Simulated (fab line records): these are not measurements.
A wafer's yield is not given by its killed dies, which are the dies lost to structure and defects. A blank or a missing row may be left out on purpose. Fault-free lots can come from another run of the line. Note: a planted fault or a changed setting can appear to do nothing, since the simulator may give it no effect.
fab line records	flow n5Finfet
record: lots: 5	wafers: 12	lastDay: 16
route steps=1938 shown BEOL_M0_SAQP@652 BEOL_M4@1111 PASSIVATION@1936
lots that met no fault: taken from a fault-free run of the same line
startH: hours from the record's opening day to when the first of the lot's shown wafers began	waitH: time in hours since the lot's previous step	" same as the row above	L1.1+2: a single row standing in for several wafers	- no value, or no start given	* or withheld: withheld	< > ~ a bound
route shown NAME@n: a module of which the file shows steps, and the number in the route of the first	usual: mean/standard deviation taken from wafers without a fault	same: alike in all rows	chamber/n: place in a boat	sites: each site's reading	_std_site: how widely they spread, as a standard deviation	_edge_site: outer sites' mean less inner sites'	radiusMm: for every site, how far away it sits from the centre of the wafer	mask NAME#n: copy n	behind: tool/chamber where the wafer was last shaped	hold: what put the lot on hold/how long, in hours/how the hold closed	device: whichever transistor did not switch (one of n, p or np)	end of line: at the end of the route, the tests of the same wafers	a step given without rows: its recipe and nothing more	killed: at the first sort, the dies lost to defects and structure; wafer yield is something else	map: per-die view of a wafer (x killed, . not killed, _ where there is no die)
set.NAME: the setting as run; set.NAME@STEP: as run at that earlier step	model.NAME: the simulator's own value behind a step, which no gauge read
certain route steps with their lots: each step a table, each wafer a row
services: the hour from which a tool's chamber was out of use, counted from the record's first day as startH (under 0 if before that day), plus the number of hours and why
== steps ==
step: N5_BEOL_M0_SAQP_DESCUM_19
recipe: chemistry: O2	timeS: 7.9	sourcePowerW: 50	biasPowerW: 20	pressureMtorr: 20	rfFrequencyHz: 2.712e+07	tempC: 40	resist: CAR-ArF	o2FlowSccm: 225
step: N5_BEOL_M0_SAQP_ETCH_83
recipe: chemistry: CF4	target: SiARC	targetDepthA: 390	maskMaterial: CAR-ArF	timeS: 65	ionEnergyEv: 80	pressureMtorr: 40	sourceW: 545	biasW: 36	Ar_flow_sccm: 100	cf4FlowSccm: 100	ends: cleared
step: N5_BEOL_M0_SAQP_ETCH_84
recipe: chemistry: N2/H2	target: SOC	targetDepthA: 1000	overetchA: 200	maskMaterial: SiARC	tempC: 40	timeS: 150	ionEnergyEv: 200	pressureMtorr: 30	sourceW: 840	biasW: 150	n2FlowSccm: 200	h2FlowSccm: 200
step: N5_BEOL_M0_SAQP_STRIP_80
recipe: chemistry: N2/H2	tempC: 40	n2FlowSccm: 200	h2FlowSccm: 200	rfFrequencyHz: 6e+07
step: N5_BEOL_M0_SAQP_HM_OPEN_112
recipe: chemistry: CHF3/O2	target: SiO2	stopOn: a-Si	targetDepthA: 120	overEtchFrac: 1.25	maskMaterial: SOC	timeS: 13.5	pressureMtorr: 30	sourceW: 650	biasW: 170	Ar_flow_sccm: 200	CHF3_flow_sccm: 50	O2_flow_sccm: 5	ionEnergyEv: 200	ends: endPoint
step: N5_BEOL_M0_SAQP_STRIP_113
recipe: chemistry: CHF3/O2	resist: SiARC	rfFrequencyHz: 6e+07
step: N5_BEOL_M0_SAQP_MANDREL_ETCH_20
recipe: targetDepthA: 600	chemistry: HBr/Cl2	target: a-Si	stopOn: SiNx	btTimeS: 10	maskMaterial: SOC	overEtchFrac: 0.5	timeS: 30	pressureMtorr: 10	icpW: 800	biasW: 75	HBr_flow_sccm: 150	Cl2_flow_sccm: 80	ends: endPoint
step: N5_BEOL_M0_SAQP_STRIP_86
recipe: chemistry: N2/H2	powerW: 500	tempC: 40	pressureMtorr: 50	rfFrequencyHz: 6e+07	overashFraction: 0.3	biasPowerW: 28	h2Frac: 0.5	n2FlowSccm: 300	h2FlowSccm: 300
step: N5_BEOL_M0_SAQP_STRIP_115
recipe: chemistry: postEtchResidueRemover	timeS: 60	tempC: 25	removerPh: withheld	removerWaterWtPct: withheld	removerFluorideWtPct: withheld
step: N5_BEOL_M0_SAQP_SRD_93
recipe: dry: ipaMarangoni	timeS: 30	tempC: 23	rinseLiquid: diw
step: N5_BEOL_M0_SAQP_RECESS_114
recipe: chemistry: HF/NH3	target: SiO2	targetDepthA: 144	afsCycles: 3	tempC: 30	sublimationTempC: 180	sublimationTimeS: 60
step: N5_BEOL_M0_SAQP_SPACER1_ALD_98
recipe: material: SiO2	targetThkA: 128	tempC: 300	aldPrecursorFamily: BDEAS	aldCoReactant: O2-plasma	pulseTimeS: 1	purgeTimeS: 2	coReactantPurgeTimeS: 2	aldCycles: 138	pressureTorr: 2
usual: aldCycles: 138/0	heaterPowerW: 448/60	precursorPulseHeightRel: 0.997/0.02
lot.wafer	tool	chamber	startH	waitH	aldCycles	heaterPowerW	precursorPulseHeightRel	model.SiO2_of_BEOL_M0_SAQP_SPACER1_ALD_98.thkNm
L667.2	aldSin-03	1	119.29	0.3	138	431	0.971	12.8
L667.4	"	2	"	"	138	300	0.974	12.8
L667.6	"	0	"	"	138	464	1.025	12.8
L669.2	aldSin-03	2	134.16	0.3	60	308	0.979	5.6
L669.4	"	1	"	"	60	443	1.006	5.6
L673.4	aldSin-03	0	155.58	0.1	60	466	1.010	5.6
L673.5	"	3	"	"	138	398	0.999	12.8
L674.4	aldSin-03	2	158.96	0.1	60	301	0.966	5.6
L674.5	"	0	"	"	138	465	1.004	12.8
L684.3	aldSin-04	3	228.50	1.5	138	371	0.980	12.8
L684.4	"	0	"	"	138	536	1.003	12.8
L684.5	"	1	"	"	138	441	1.008	12.8
step: N5_BEOL_M0_SAQP_SPACER1_ETCHBACK_99
recipe: chemistry: CHF3/O2	mode: anisotropicEtchback	target: SiO2	targetDepthA: 154	timeS: 7.7	pressureMtorr: 30	sourceW: 650	biasW: 170	Ar_flow_sccm: 200	CHF3_flow_sccm: 50	O2_flow_sccm: 5	ionEnergyEv: 200
step: N5_BEOL_M0_SAQP_MANDREL1_REMOVE_100
recipe: chemistry: HBr/Cl2/O2	btTimeS: 10	target: a-Si	stopOn: SiNx	endpoint: OES-SiCl	overEtchFrac: 0.85	icpW: 600	biasW: 30	HBr_flow_sccm: 150	Cl2_flow_sccm: 80	O2_flow_sccm: 5	pressureMtorr: 10
usual: drypumpMotorCurrentA: 5.6/0.31	heBacksideLeakSccm: 2.7/0.36	oesProductAu: 1.005/0.019	throttleValvePct: 36.64/0.28
same: overEtchFrac: 0.85
lot.wafer	tool	chamber	startH	waitH	drypumpMotorCurrentA	heBacksideLeakSccm	oesProductAu	rfHoursCounterH	throttleValvePct	model.BEOL_M0_SAQP.cdNm	model.SiO2_of_BEOL_M0_SAQP_SPACER1_ALD_98.thkNm
L667.2	rieSi-02	3	119.89	0.1	5.5	2.6	0.987	178	36.59	12.8	7.4
L667.4	"	0	"	"	5.7	3.7	1.014	141	36.68	13	7.4
L667.6	"	1	"	"	5.7	2.3	1.036	-	36.22	12.8	7.4
L669.2	rieSi-06	2	134.72	0.1	5.3	2.5	1.036	105	36.82	5.4	2.6
L669.4	"	0	"	"	5.6	2.9	0.979	3	36.33	5.4	2.6
L673.4	rieSi-02	1	156.15	0.0	5.7	2.3	1.031	39	36.20	5.6	2.6
L673.5	"	2	"	"	5.4	2.5	1.018	-	36.57	13	7.4
L674.4	rieSi-02	2	159.58	0.0	5.4	2.7	1.006	179	36.58	5.6	2.6
L674.5	"	0	"	"	5.7	3.5	1.008	-	36.67	12.8	7.4
L684.3	rieSi-02	3	229.09	0.1	5.5	2.7	0.971	180	36.60	12.6	7.4
L684.4	"	0	"	"	5.8	3.4	0.999	143	36.68	12.8	7.4
L684.5	"	2	"	"	5.4	2.6	1.006	-	36.56	12.8	7.4
step: N5_BEOL_M0_SAQP_CD_MEAS_25
recipe: targetCdNm: 13.1	landingEnergyEv: 1000	detector: seInlens
usual: cdNm: 12.81/0.23
lot.wafer	tool	chamber	startH	waitH	cdNm
L667.2	cdSem-02	0	120.00	0.1	12.96
L667.4	"	0	"	"	12.92
L667.6	"	0	"	"	12.47
L669.2	cdSem-01	0	134.83	0.1	5.42
L669.4	"	0	"	"	5.52
L673.4	cdSem-03	0	156.26	0.1	5.41
L673.5	"	0	"	"	13.00
L674.4	cdSem-02	0	159.70	0.1	5.79
L674.5	"	0	"	"	12.65
L684.3	cdSem-01	0	229.20	0.1	12.62
L684.4	"	0	"	"	12.82
L684.5	"	0	"	"	12.79
step: N5_BEOL_M0_SAQP_ETCH_101
recipe: chemistry: CH3F/O2	target: SiNx	maskMaterial: SiO2	targetDepthA: 299	timeS: 42.7	pressureMtorr: 30	sourceW: 395	biasW: 73	Ar_flow_sccm: 150	CH3F_flow_sccm: 30	O2_flow_sccm: 20	ionEnergyEv: 120
step: N5_BEOL_M0_SAQP_ETCH_102
recipe: chemistry: CF4	target: SiO2	targetDepthA: 40	ionEnergyEv: 350	timeS: 4.4	pressureMtorr: 10	icpW: 800	biasW: 400	cf4FlowSccm: 80
step: N5_BEOL_M0_SAQP_MANDREL_ETCH_103
recipe: chemistry: HBr/Cl2	target: a-Si	targetDepthA: 450	btTimeS: 10	stopOn: SiCN	maskMaterial: SiO2	overEtchFrac: 0.8	timeS: 27	pressureMtorr: 10	icpW: 800	biasW: 75	HBr_flow_sccm: 150	Cl2_flow_sccm: 80	ends: endPoint
step: N5_BEOL_M0_SAQP_RECESS_104
recipe: chemistry: HF/NH3	target: SiO2	targetDepthA: 180	afsCycles: 3	tempC: 30	sublimationTempC: 180	sublimationTimeS: 60
step: N5_BEOL_M0_SAQP_COAT_105
recipe: resist: SOC	tempC: 250	timeS: 60	spinRpm: 1500	resistThkNm: 100
step: N5_BEOL_M0_SAQP_ETCH_106
recipe: chemistry: N2/H2	target: SOC	targetDepthA: 1500	stopOn: SiNx	ionEnergyEv: 100	biasW: 61	pressureMtorr: 30	sourceW: 850	n2FlowSccm: 200	h2FlowSccm: 200
step: N5_BEOL_M0_SAQP_ETCH_107
recipe: chemistry: CH3F/O2	target: SiNx	targetDepthA: 300	maskMaterial: SOC	pressureMtorr: 30	sourceW: 395	biasW: 73	Ar_flow_sccm: 150	CH3F_flow_sccm: 30	O2_flow_sccm: 20	ionEnergyEv: 120
step: N5_BEOL_M0_SAQP_STRIP_108
recipe: chemistry: N2/H2	powerW: 500	tempC: 40	pressureMtorr: 50	rfFrequencyHz: 6e+07	overashFraction: 0.3	biasPowerW: 28	h2Frac: 0.5	n2FlowSccm: 300	h2FlowSccm: 300
step: N5_BEOL_M0_SAQP_RECESS_109
recipe: chemistry: HF/NH3	target: SiO2	targetDepthA: 30	afsCycles: 1	tempC: 30	sublimationTempC: 180	sublimationTimeS: 60
step: N5_BEOL_M0_SAQP_SPACER2_ALD_26
recipe: material: SiO2	targetThkA: 150	tempC: 300	aldPrecursorFamily: BDEAS	aldCoReactant: O2-plasma	pulseTimeS: 1	purgeTimeS: 2	coReactantPurgeTimeS: 2	pressureTorr: 2
step: N5_BEOL_M0_SAQP_SPACER2_ETCHBACK_27
recipe: chemistry: CHF3/O2	mode: anisotropicEtchback	target: SiO2	targetDepthA: 225	timeS: 11.25	pressureMtorr: 30	sourceW: 650	biasW: 170	Ar_flow_sccm: 200	CHF3_flow_sccm: 50	O2_flow_sccm: 5	ionEnergyEv: 200
step: N5_BEOL_M0_SAQP_MANDREL2_REMOVE_110
recipe: chemistry: HBr/Cl2/O2	btTimeS: 10	target: a-Si	stopOn: SiCN	endpoint: OES-SiCl	overEtchFrac: 1	icpW: 600	biasW: 30	HBr_flow_sccm: 150	Cl2_flow_sccm: 80	O2_flow_sccm: 5	pressureMtorr: 10
step: N5_BEOL_M0_SAQP_COAT_69
recipe: resist: SOC	tempC: 250	timeS: 60	spinRpm: 1500	resistThkNm: 90
step: N5_BEOL_M0_SAQP_COAT_72
recipe: resist: SiARC	tempC: 220	timeS: 60	spinRpm: 1500	resistThkNm: 15
step: N5_BEOL_M0_SAQP_COAT_87
recipe: resist: underlayer	tempC: 205	timeS: 60	spinRpm: 1500	resistThkNm: 5
step: N5_BEOL_M0_SAQP_COAT_34
recipe: resist: CAR-EUV	spinRpm: 1500	resistThkNm: 30
step: N5_BEOL_M0_SAQP_EBR_36
recipe: solvent: PGMEA	ebrWidthMm: 1.5
step: N5_BEOL_M0_SAQP_SOFTBAKE_35
recipe: tempC: 110	timeS: 60	resist: CAR-EUV
step: N5_BEOL_M0_SAQP_EXPOSE_37
recipe: maskId: M0_CUT1	na: 0.33	sourceShape: annular	sigmaInner: 0.35	sigmaOuter: 0.8	polarization: unpolarized	targetCdNm: 30	doseMj: 44.75
step: N5_BEOL_M0_SAQP_PEB_38
recipe: pebTempC: 100	pebTimeS: 60	resist: CAR-EUV
step: N5_BEOL_M0_SAQP_DEVELOP_39
recipe: developTimeS: 30	developer: TMAH	resist: CAR-EUV	rinseLiquid: surfactantRinse	dry: airSpin	devTempC: 23
step: N5_BEOL_M0_SAQP_DESCUM_45
recipe: chemistry: O2	timeS: 7	sourcePowerW: 50	biasPowerW: 20	pressureMtorr: 20	rfFrequencyHz: 2.712e+07	tempC: 40	resist: CAR-EUV	o2FlowSccm: 225
step: N5_BEOL_M4_RC_MEAS_101
usual: DIBL_N: 36.5/1.4	DIBL_P: 36.6/1.9	IOFF_N: 0.167/0.029	IOFF_P: 0.21/0.033	ION_N: 674/12	ION_P: 460/8.9	SS_N: 71.6/0.57	SS_P: 73.4/0.61	VT_N: 249/3.3	VT_P: -250/3.3
lot.wafer	tool	chamber	startH	waitH	DIBL_N[mV/V]	DIBL_P[mV/V]	IOFF_N[nA/um]	IOFF_P[nA/um]	ION_N[uA/um]	ION_P[uA/um]	SS_N[mV/dec]	SS_P[mV/dec]	VT_N[mV]	VT_P[mV]
L667.2	prober-02	0	178.52	0.2	37.4	37.6	0.212	0.22	686	465	71.4	73.6	242	-249
L667.4	"	0	"	"	39.0	39.3	0.233	0.27	683	462	72.7	74.2	242	-247
L667.6	"	0	"	"	35.4	35.3	0.149	0.19	661	456	71.3	73.7	250	-251
L673.5	prober-02	0	210.82	0.6	35.3	35.6	0.145	0.19	667	459	71.3	73.5	251	-251
L674.5	prober-01	0	215.35	0.6	37.5	37.5	0.210	0.21	689	465	71.5	73.6	245	-251
L684.3	prober-02	0	287.07	0.3	38.7	38.4	0.205	0.22	686	457	71.3	74.2	245	-250
L684.4	"	0	"	"	37.2	38.2	0.190	0.21	698	470	71.8	73.4	246	-251
L684.5	"	0	"	"	38.9	39.4	0.218	0.24	693	463	72.1	75.1	245	-250
step: N5_PASSIVATION_PROBE_49
usual: defectLimitedYield: 91.2/1.6	killed_at_M0_to_M3: 34/11	killed_at_M4_up: 14/5.7	killedAtContacts: 14/6.6	killedAtFrontEnd: 37/10	killedAtOther: 4/3.2	killedDies: 104/19	killedOnRim: 14/4.1	killedOpen: 69/13	killedShort: 33/8.7	sort_bin_5_function: 5.1/1	sort_bin_6_memory: 3.3/0.76	sortNPass: 1076/19	sortYieldPct: 91.2/1.6
same: grossDies: 1180	killedAtBackSide: 0	sort_bin_4_leakage[%]: 0	sort_bin_8_speed[%]: 0
lot.wafer	tool	chamber	startH	waitH	defectLimitedYield[%]	killed_at_M0_to_M3	killed_at_M4_up	killedAtContacts	killedAtFrontEnd	killedAtOther	killedDies	killedOnRim	killedOpen	killedShort	sort_bin_5_function[%]	sort_bin_6_memory[%]	sortNPass	sortYieldPct[%]
L667.2	prober-01	-	275.85	0.1	93.2	29	4	11	32	4	80	9	56	24	4.2	2.4	1100	93.2
L667.4	prober-01	-	275.95	0.2	94.2	18	12	6	31	2	69	7	46	23	3.4	2.2	1111	94.2
L667.6	prober-01	-	276.05	0.3	91.3	28	14	16	45	0	103	15	80	23	5.3	3.1	1077	91.3
L669.2	prober-02	-	291.58	0.1	0	1135	14	8	22	1	1180	152	51	25	97.5	2.5	0	0
L669.4	prober-02	-	291.68	0.2	0	1132	4	10	32	2	1180	152	50	27	97.4	2.5	0	0
L673.4	prober-02	-	308.84	0.2	0	1127	10	15	26	2	1180	152	63	22	97.4	2.6	0	0
L673.5	prober-02	-	308.89	0.2	93.6	27	7	17	20	4	75	14	52	20	3.9	2.3	1105	93.6
L674.4	prober-02	-	313.63	0.2	0	1093	25	13	46	3	1180	152	82	48	95.8	3.8	0	0
L674.5	prober-02	-	313.68	0.2	92.6	37	13	13	23	1	87	11	54	33	4.3	2.5	1093	92.6
L684.3	prober-01	-	390.11	0.1	91.4	49	15	17	21	0	102	9	70	30	5.3	3.1	1078	91.4
L684.4	prober-01	-	390.16	0.2	89.3	41	16	32	35	2	126	10	91	34	6.4	4.2	1054	89.3
L684.5	prober-01	-	390.21	0.2	89.8	44	18	28	29	1	120	15	79	35	5.4	4.2	1060	89.8
killed by level:class
L667.2 STI_FIN_REVEAL:geometricParticle:open=18 BEOL_M1:geometricParticle:open=9 MOL_CONTACT_COAG:geometricParticle:open=8 BEOL_M0_SAQP:geometricParticle:open=4 BEOL_M3:geometricParticle:open=4 STI_FIN_REVEAL:geometricParticle:short=3 MOL_CONTACT_COAG:geometricParticle:short=3 BEOL_M1:geometricParticle:short=3
L667.4 FIN_SAQP:geometricParticle:short=10 STI_FIN_REVEAL:geometricParticle:open=7 MOL_CONTACT_COAG:geometricParticle:open=6 BEOL_M4:geometricParticle:open=6 FIN_SAQP:geometricParticle:open=5 BEOL_M0_SAQP:geometricParticle:open=5 BEOL_M1:geometricParticle:open=5 DUMMY_GATE:geometricParticle:open=4
L667.6 STI_FIN_REVEAL:geometricParticle:open=21 MOL_CONTACT_COAG:geometricParticle:open=12 FIN_SAQP:geometricParticle:open=9 BEOL_M4:geometricParticle:open=9 BEOL_M2:geometricParticle:open=5 FIN_SAQP:geometricParticle:short=4 BEOL_M0_SAQP:geometricParticle:open=4 MOL_CONTACT_COAG:geometricParticle:short=4
L669.2 BEOL_M0_SAQP:areaAld=1103 BEOL_M0_SAQP:geometricParticle:open=7 MOL_CONTACT_COAG:geometricParticle:open=6 BEOL_M2:geometricParticle:open=6 BEOL_M0_SAQP:geometricParticle:short=5 BEOL_M1:geometricParticle:open=5 STARTING-WAFER:geometricParticle:open=5 GATE_CUT:geometricParticle:short=4
L669.4 BEOL_M0_SAQP:areaAld=1103 STI_FIN_REVEAL:geometricParticle:open=8 MOL_CONTACT_COAG:geometricParticle:open=8 BEOL_M1:geometricParticle:open=8 FIN_SAQP:geometricParticle:short=6 BEOL_M0_SAQP:geometricParticle:short=5 BEOL_M0:geometricParticle:open=5 GATE_CUT:geometricParticle:short=4
L673.4 BEOL_M0_SAQP:areaAld=1094 MOL_CONTACT_COAG:geometricParticle:open=15 BEOL_M1:geometricParticle:open=9 BEOL_M0_SAQP:geometricParticle:open=6 BEOL_M2:geometricParticle:open=5 BEOL_M3:geometricParticle:open=5 STI_FIN_REVEAL:geometricParticle:short=4 GATE_CUT:geometricParticle:short=4
L673.5 MOL_CONTACT_COAG:geometricParticle:open=15 DUMMY_GATE:geometricParticle:open=6 BEOL_M1:geometricParticle:open=6 BEOL_M0_SAQP:geometricParticle:short=4 BEOL_M2:geometricParticle:open=4 BEOL_M3:geometricParticle:open=4 GATE_CUT:geometricParticle:open=3 BEOL_M0_SAQP:geometricParticle:open=3
L674.4 BEOL_M0_SAQP:areaAld=1049 BEOL_M4:geometricParticle:open=11 MOL_CONTACT_COAG:geometricParticle:open=11 BEOL_M0_SAQP:geometricParticle:short=11 BEOL_M3:geometricParticle:open=9 STI_FIN_REVEAL:geometricParticle:open=8 GATE_CUT:geometricParticle:short=8 BEOL_M0_SAQP:geometricParticle:open=8
L674.5 MOL_CONTACT_COAG:geometricParticle:open=9 BEOL_M2:geometricParticle:open=9 BEOL_M3:geometricParticle:open=7 STI_FIN_REVEAL:geometricParticle:open=6 BEOL_M0_SAQP:geometricParticle:open=6 GATE_CUT:geometricParticle:short=5 MOL_CONTACT_COAG:geometricParticle:short=4 BEOL_M4:geometricParticle:short=4
L684.3 BEOL_M3:geometricParticle:open=14 MOL_CONTACT_COAG:geometricParticle:open=11 BEOL_M0_SAQP:geometricParticle:short=10 BEOL_M1:geometricParticle:open=8 STI_FIN_REVEAL:geometricParticle:open=7 MOL_CONTACT_COAG:geometricParticle:short=6 BEOL_M0_SAQP:geometricParticle:open=6 BEOL_M2:geometricParticle:open=6
L684.4 MOL_CONTACT_COAG:geometricParticle:open=24 STI_FIN_REVEAL:geometricParticle:open=14 BEOL_M3:geometricParticle:open=12 MOL_CONTACT_COAG:geometricParticle:short=8 BEOL_M0_SAQP:geometricParticle:open=7 BEOL_M0_SAQP:geometricParticle:short=6 BEOL_M0:geometricParticle:open=5 BEOL_M1:geometricParticle:open=5
L684.5 MOL_CONTACT_COAG:geometricParticle:open=19 BEOL_M0_SAQP:geometricParticle:open=15 STI_FIN_REVEAL:geometricParticle:open=12 BEOL_M0_SAQP:geometricParticle:short=11 MOL_CONTACT_COAG:geometricParticle:short=9 BEOL_M3:geometricParticle:open=6 FIN_SAQP:geometricParticle:open=5 BEOL_M1:geometricParticle:open=5
map L669.2 (x killed, . not)
_________________xxxxxxxxxxxx________________
______________xxxxxxxxxxxxxxxxxx_____________
___________xxxxxxxxxxxxxxxxxxxxxxxx__________
__________xxxxxxxxxxxxxxxxxxxxxxxxxx_________
________xxxxxxxxxxxxxxxxxxxxxxxxxxxxxx_______
_______xxxxxxxxxxxxxxxxxxxxxxxxxxxxxxxx______
______xxxxxxxxxxxxxxxxxxxxxxxxxxxxxxxxxx_____
_____xxxxxxxxxxxxxxxxxxxxxxxxxxxxxxxxxxxx____
____xxxxxxxxxxxxxxxxxxxxxxxxxxxxxxxxxxxxxx___
___xxxxxxxxxxxxxxxxxxxxxxxxxxxxxxxxxxxxxxxx__
___xxxxxxxxxxxxxxxxxxxxxxxxxxxxxxxxxxxxxxxx__
__xxxxxxxxxxxxxxxxxxxxxxxxxxxxxxxxxxxxxxxxxx_
__xxxxxxxxxxxxxxxxxxxxxxxxxxxxxxxxxxxxxxxxxx_
_xxxxxxxxxxxxxxxxxxxxxxxxxxxxxxxxxxxxxxxxxxxx
_xxxxxxxxxxxxxxxxxxxxxxxxxxxxxxxxxxxxxxxxxxxx
_xxxxxxxxxxxxxxxxxxxxxxxxxxxxxxxxxxxxxxxxxxxx
_xxxxxxxxxxxxxxxxxxxxxxxxxxxxxxxxxxxxxxxxxxxx
_xxxxxxxxxxxxxxxxxxxxxxxxxxxxxxxxxxxxxxxxxxxx
_xxxxxxxxxxxxxxxxxxxxxxxxxxxxxxxxxxxxxxxxxxxx
_xxxxxxxxxxxxxxxxxxxxxxxxxxxxxxxxxxxxxxxxxxxx
_xxxxxxxxxxxxxxxxxxxxxxxxxxxxxxxxxxxxxxxxxxxx
__xxxxxxxxxxxxxxxxxxxxxxxxxxxxxxxxxxxxxxxxxx_
__xxxxxxxxxxxxxxxxxxxxxxxxxxxxxxxxxxxxxxxxxx_
___xxxxxxxxxxxxxxxxxxxxxxxxxxxxxxxxxxxxxxxx__
___xxxxxxxxxxxxxxxxxxxxxxxxxxxxxxxxxxxxxxxx__
____xxxxxxxxxxxxxxxxxxxxxxxxxxxxxxxxxxxxxx___
_____xxxxxxxxxxxxxxxxxxxxxxxxxxxxxxxxxxxx____
______xxxxxxxxxxxxxxxxxxxxxxxxxxxxxxxxxx_____
_______xxxxxxxxxxxxxxxxxxxxxxxxxxxxxxxx______
________xxxxxxxxxxxxxxxxxxxxxxxxxxxxxx_______
__________xxxxxxxxxxxxxxxxxxxxxxxxxx_________
___________xxxxxxxxxxxxxxxxxxxxxxxx__________
______________xxxxxxxxxxxxxxxxxx_____________
_________________xxxxxxxxxxxx________________
map L673.4 (x killed, . not)
_________________xxxxxxxxxxxx________________
______________xxxxxxxxxxxxxxxxxx_____________
___________xxxxxxxxxxxxxxxxxxxxxxxx__________
__________xxxxxxxxxxxxxxxxxxxxxxxxxx_________
________xxxxxxxxxxxxxxxxxxxxxxxxxxxxxx_______
_______xxxxxxxxxxxxxxxxxxxxxxxxxxxxxxxx______
______xxxxxxxxxxxxxxxxxxxxxxxxxxxxxxxxxx_____
_____xxxxxxxxxxxxxxxxxxxxxxxxxxxxxxxxxxxx____
____xxxxxxxxxxxxxxxxxxxxxxxxxxxxxxxxxxxxxx___
___xxxxxxxxxxxxxxxxxxxxxxxxxxxxxxxxxxxxxxxx__
___xxxxxxxxxxxxxxxxxxxxxxxxxxxxxxxxxxxxxxxx__
__xxxxxxxxxxxxxxxxxxxxxxxxxxxxxxxxxxxxxxxxxx_
__xxxxxxxxxxxxxxxxxxxxxxxxxxxxxxxxxxxxxxxxxx_
_xxxxxxxxxxxxxxxxxxxxxxxxxxxxxxxxxxxxxxxxxxxx
_xxxxxxxxxxxxxxxxxxxxxxxxxxxxxxxxxxxxxxxxxxxx
_xxxxxxxxxxxxxxxxxxxxxxxxxxxxxxxxxxxxxxxxxxxx
_xxxxxxxxxxxxxxxxxxxxxxxxxxxxxxxxxxxxxxxxxxxx
_xxxxxxxxxxxxxxxxxxxxxxxxxxxxxxxxxxxxxxxxxxxx
_xxxxxxxxxxxxxxxxxxxxxxxxxxxxxxxxxxxxxxxxxxxx
_xxxxxxxxxxxxxxxxxxxxxxxxxxxxxxxxxxxxxxxxxxxx
_xxxxxxxxxxxxxxxxxxxxxxxxxxxxxxxxxxxxxxxxxxxx
__xxxxxxxxxxxxxxxxxxxxxxxxxxxxxxxxxxxxxxxxxx_
__xxxxxxxxxxxxxxxxxxxxxxxxxxxxxxxxxxxxxxxxxx_
___xxxxxxxxxxxxxxxxxxxxxxxxxxxxxxxxxxxxxxxx__
___xxxxxxxxxxxxxxxxxxxxxxxxxxxxxxxxxxxxxxxx__
____xxxxxxxxxxxxxxxxxxxxxxxxxxxxxxxxxxxxxx___
_____xxxxxxxxxxxxxxxxxxxxxxxxxxxxxxxxxxxx____
______xxxxxxxxxxxxxxxxxxxxxxxxxxxxxxxxxx_____
_______xxxxxxxxxxxxxxxxxxxxxxxxxxxxxxxx______
________xxxxxxxxxxxxxxxxxxxxxxxxxxxxxx_______
__________xxxxxxxxxxxxxxxxxxxxxxxxxx_________
___________xxxxxxxxxxxxxxxxxxxxxxxx__________
______________xxxxxxxxxxxxxxxxxx_____________
_________________xxxxxxxxxxxx________________
== services ==
tool	chamber	startH	hours	kind
aldSin-04	1	126.36	4.3	repair
aldSin-03	3	187.19	13.1	repair
aldSin-04	-	206.12	6.1	pm
== key ==
firstSign: step: N5_BEOL_M0_SAQP_SPACER1_ALD_98	reading: aldCycles	direction: down	sigmas: 99+	usual: *	struck: *
effect: step: N5_BEOL_M0_SAQP_CD_MEAS_25	reading: cdNm	direction: down	sigmas: 32	usual: 12.81	struck: 5.53
effect: step: N5_PASSIVATION_PROBE_49	reading: killed_at_M0_to_M3	direction: up	sigmas: 99+	usual: 34	struck: 1122
modelEffect: step: N5_BEOL_M0_SAQP_SPACER1_ALD_98	value: SiO2_of_BEOL_M0_SAQP_SPACER1_ALD_98.thkNm	without: 12.8	struck: 5.6
modelEffect: step: N5_BEOL_M0_SAQP_MANDREL1_REMOVE_100	value: BEOL_M0_SAQP.cdNm	without: 12.8	struck: 5.5
moreKillsBornAt: N5_BEOL_M0_SAQP_SPACER1_ALD_98@aldSin-03: 4349
metAt N5_BEOL_M0_SAQP_SPACER1_ALD_98
struckWafers L669.2,L669.4,L673.4,L674.4
laterRowsLeftOut L669.2,L669.4,L673.4,L674.4
onsetBetween 119.29 134.16
fault: kind: processParameterDrift	tool: aldSin-03	chamber: -	onsetH: 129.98	steps: N5_BEOL_M0_SAQP_SPACER1_ALD_98	channel: aldCycles	offset: *	shape: step	endH: 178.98	scope: struckWafersOnly	actsIn: *	stated: *
laterRowsLeftOut: the simulator's readings of these wafers behind a module that went badly wrong aren't trusted and aren't shown, but for the sort
